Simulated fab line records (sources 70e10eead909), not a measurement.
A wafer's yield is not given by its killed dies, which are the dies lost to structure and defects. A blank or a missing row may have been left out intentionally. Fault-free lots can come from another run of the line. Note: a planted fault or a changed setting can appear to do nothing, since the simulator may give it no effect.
3 desks, one fault | flow nandHarc | only its own numbers are on each desk; what lay behind them is given at the end

## THE DEFECT DESK
Counts from the inspections along the route, per lot, as means over the sampled wafers that have a number. Any lot whose mean is over 4 standard deviations away from the usual mean is out of limits and marked OUT; that distance is given in the brackets.
Columns: A = rawDefectCount at NHARC_THIN_TSV_INSPECT_40, usual 489
lot  | first seen here | A
L334 | day 19 22:07    | 420
L336 | day 20 05:16    | 432
L337 | day 20 05:16    | 570
L335 | day 20 11:49    | 450
L344 | day 22 00:35    | 648
L347 | day 22 04:14    | 423
L349 | day 22 04:14    | 514
L354 | day 24 12:47    | 550
L355 | day 24 18:03    | 562
L357 | day 24 18:03    | 613
This desk's verdict: no lot among the 10 shows anything out of limits.

## AT THE METROLOGY DESK
What the gauges read for every lot (on any tool): the sampled wafers with a number, averaged. Any lot whose mean is over 4 standard deviations away from the usual mean is out of limits and marked OUT; that distance is given in the brackets.
Columns: A = overlayXNm at NHARC_HYBRID_BOND_OVL_MEAS_05, usual 5 nm; B = overlayYNm at NHARC_HYBRID_BOND_OVL_MEAS_05, usual -2 nm
lot  | first seen here | A   | B
L334 | day 19 06:46    | 12  | 35
L336 | day 19 13:43    | -3  | 5
L337 | day 19 13:43    | 10  | 24
L335 | day 19 18:48    | 5   | -18
L344 | day 21 09:23    | 9   | -22
L347 | day 21 13:43    | 9   | -32
L349 | day 21 13:43    | -12 | -9
L354 | day 23 22:15    | -8  | -21
L355 | day 24 03:55    | 10  | -33
L357 | day 24 03:55    | 1   | -30
This desk's verdict: no lot among the 10 shows anything out of limits.

## THE TOOL OWNER'S DESK: pvdSputter-02
The tool's own readings at NHARC_A_BONDPAD_PVD_27 (deposits Cu, target thk 30 nm, time 20.49 s): means of the sampled wafers that have a number, for each lot that ran on this tool. Any lot whose mean is over 4 standard deviations away from the usual mean is out of limits and marked OUT; that distance is given in the brackets.
Columns: A = chamberPressurePa at NHARC_A_BONDPAD_PVD_27, usual 5.002 Pa; B = throttleValvePct at NHARC_A_BONDPAD_PVD_27, usual 30.1 %
lot  | first seen here | A     | B
L337 | day 19 01:24    | 5.000 | 29.7
L335 | day 19 07:01    | 5.004 | 29.9
L344 | day 20 20:46    | 5.002 | 29.6
This desk's verdict: no lot among the 3 shows anything out of limits.

## PUT TOGETHER
The defect desk saw nothing out of limits.
At the metrology desk, nothing out of limits was observed.
The tool owner's desk saw nothing out of limits.

## WHAT WAS PUT IN BY THE SIMULATOR
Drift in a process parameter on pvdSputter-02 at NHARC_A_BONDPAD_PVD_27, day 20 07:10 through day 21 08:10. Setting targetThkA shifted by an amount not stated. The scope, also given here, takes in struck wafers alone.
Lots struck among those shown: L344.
